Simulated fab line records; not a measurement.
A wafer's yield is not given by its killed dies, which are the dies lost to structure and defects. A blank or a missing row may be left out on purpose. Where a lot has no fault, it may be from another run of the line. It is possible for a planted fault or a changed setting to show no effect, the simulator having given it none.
Split-lot study -- flow n5-finfet -- 7 lots, 39 wafers read, on a route of 1938 steps

ABOUT THE SPLIT
At N5_BEOL_M12_SPUTTER_44 (material Ta, target thk 10 nm, time 16.13 s), the setting target-thk-a was moved away from the recipe's 100 angstrom on 12 of the 39 wafers read, by -27.6% to +55.7%. This setting was run at the recipe's value on the other wafers.

FROM THE SPLIT TO THE READING: what the file shows between them, 3 steps
- N5_BEOL_M12_SPUTTER_45: material Cu, target thk 80 nm, time 13.33 s
- N5_BEOL_M12_ECD_47: material Cu, target thk 720 nm
- N5_BEOL_M12_ANNEAL_48: time 90 s

THE READING
barrier-field-endpoint-s, in s, at N5_BEOL_M12_CMP_49 (polishes, stops on SiOC, t overpolish 20.6 s, target thk 320 nm). A value of 30.3 s with a standard deviation of 1 s is what fault-free wafers of this fab line usually give.

wafer,"tool, chamber at the split","target-thk-a as run, angstrom",against the recipe,"barrier-field-endpoint-s, s",against lot-mates on the recipe
L075.1,"pvd-sputter-03, -",100,recipe,30.5,-
L075.3,"pvd-sputter-03, -",100,recipe,30.6,-
L075.2,"pvd-sputter-03, -",100,recipe,32.4,-
L075.4,"pvd-sputter-03, -",100,recipe,30.6,-
L075.5,"pvd-sputter-03, -",100,recipe,29.8,-
L075.6,"pvd-sputter-03, -",100,recipe,31.8,-
L076.3,"pvd-sputter-02, -",100,recipe,29.7,-
L076.2,"pvd-sputter-02, -",100,recipe,29.8,-
L076.5,"pvd-sputter-02, -",100,recipe,31.6,-
L077.4,"pvd-sputter-01, -",100,recipe,31.9,-
L077.1,"pvd-sputter-01, -",100,recipe,28.5,-
L077.3,"pvd-sputter-01, -",100,recipe,30.9,-
L077.2,"pvd-sputter-01, -",100,recipe,29.3,-
L077.5,"pvd-sputter-01, -",100,recipe,31.8,-
L077.6,"pvd-sputter-01, -",100,recipe,29.3,-
L078.1,"pvd-sputter-01, -",100,recipe,29.8,-
L078.3,"pvd-sputter-01, -",155.7,+55.7%,36.0,+6.4
L078.2,"pvd-sputter-01, -",100,recipe,29.7,-
L078.4,"pvd-sputter-01, -",155.7,+55.7%,37.3,+7.7
L078.5,"pvd-sputter-01, -",100,recipe,29.3,-
L078.6,"pvd-sputter-01, -",155.7,+55.7%,35.2,+5.6
L086.2,"pvd-sputter-01, -",155.2,+55.2%,38.6,+7.5
L086.4,"pvd-sputter-01, -",155.2,+55.2%,37.0,+5.9
L086.3,"pvd-sputter-01, -",155.2,+55.2%,37.1,+6.0
L086.1,"pvd-sputter-01, -",100,recipe,30.9,-
L086.5,"pvd-sputter-01, -",100,recipe,32.2,-
L086.6,"pvd-sputter-01, -",100,recipe,30.2,-
L092.4,"pvd-sputter-03, -",132,+32.0%,35.8,+5.2
L092.3,"pvd-sputter-03, -",100,recipe,29.5,-
L092.1,"pvd-sputter-03, -",132,+32.0%,36.0,+5.4
L092.2,"pvd-sputter-03, -",132,+32.0%,34.2,+3.6
L092.5,"pvd-sputter-03, -",100,recipe,32.9,-
L092.6,"pvd-sputter-03, -",100,recipe,29.5,-
L094.2,"pvd-sputter-01, -",100,recipe,29.5,-
L094.1,"pvd-sputter-01, -",100,recipe,28.5,-
L094.4,"pvd-sputter-01, -",72.44,-27.6%,25.8,-2.9
L094.3,"pvd-sputter-01, -",72.44,-27.6%,26.8,-1.9
L094.6,"pvd-sputter-01, -",72.44,-27.6%,25.6,-3.1
L094.5,"pvd-sputter-01, -",100,recipe,28.0,-

FIT RESULTS
A straight line over all 39 wafers: barrier-field-endpoint-s changes by +0.127 s for each +1% of target-thk-a; r = +0.92; the points scatter about the line by 1.3 s.
The same after taking each lot's own level away (the mean of its wafers on the recipe; 39 wafers): +0.117 s for each +1%; r = +0.94; scatter 1 s.
On that fit, the largest move of target-thk-a shifts the reading by 6.5 s.
The lots' own levels span 28.67 to 31.10 s, that is 2.4 times the standard deviation above.
The two slopes are in agreement: the lot-to-lot level therefore moves the slope only a little.
Check: with one of the wafers moved furthest among these (+55.7%) left out of the fit, the line predicts +6.7 s for it against its lot-mates. It came out at +6.4 s against them.

OTHER SPLITS APPLIED TO THESE WAFERS
Note: prior to the reading, these wafers also went through further splits. Each is held against what the fit with the lots' levels taken away leaves over:
other split on the same wafers,wafers away from the commonest value,r with barrier-field-endpoint-s (lot level and that fit taken away)
N5_BEOL_M8_TRENCH_ETCH_37 time-s,9,-0.03
N5_BEOL_M11_ETCH_41 time-s,18,+0.05

THE WHOLE CHAIN: every reading that the file lists as answering this split, in the file's order
step,what it does,reading,change (the file's fit),r (the file's)
N5_BEOL_M12_SPUTTER_44,"material Ta, target thk 10 nm, time 16.13 s","Ta_of_BEOL_M12_SPUTTER_44.thk-nm (the simulator's own value, which no gauge read)",+0.0999 nm for each +1% of the setting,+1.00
N5_BEOL_M12_CMP_49,"polishes, stops on SiOC, t overpolish 20.6 s, target thk 320 nm",barrier-field-endpoint-s,+0.119 s for each +1% of the setting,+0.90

THE FILE'S OWN FIT
barrier-field-endpoint-s changes by +0.119 s for each +1% of target-thk-a, r = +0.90.
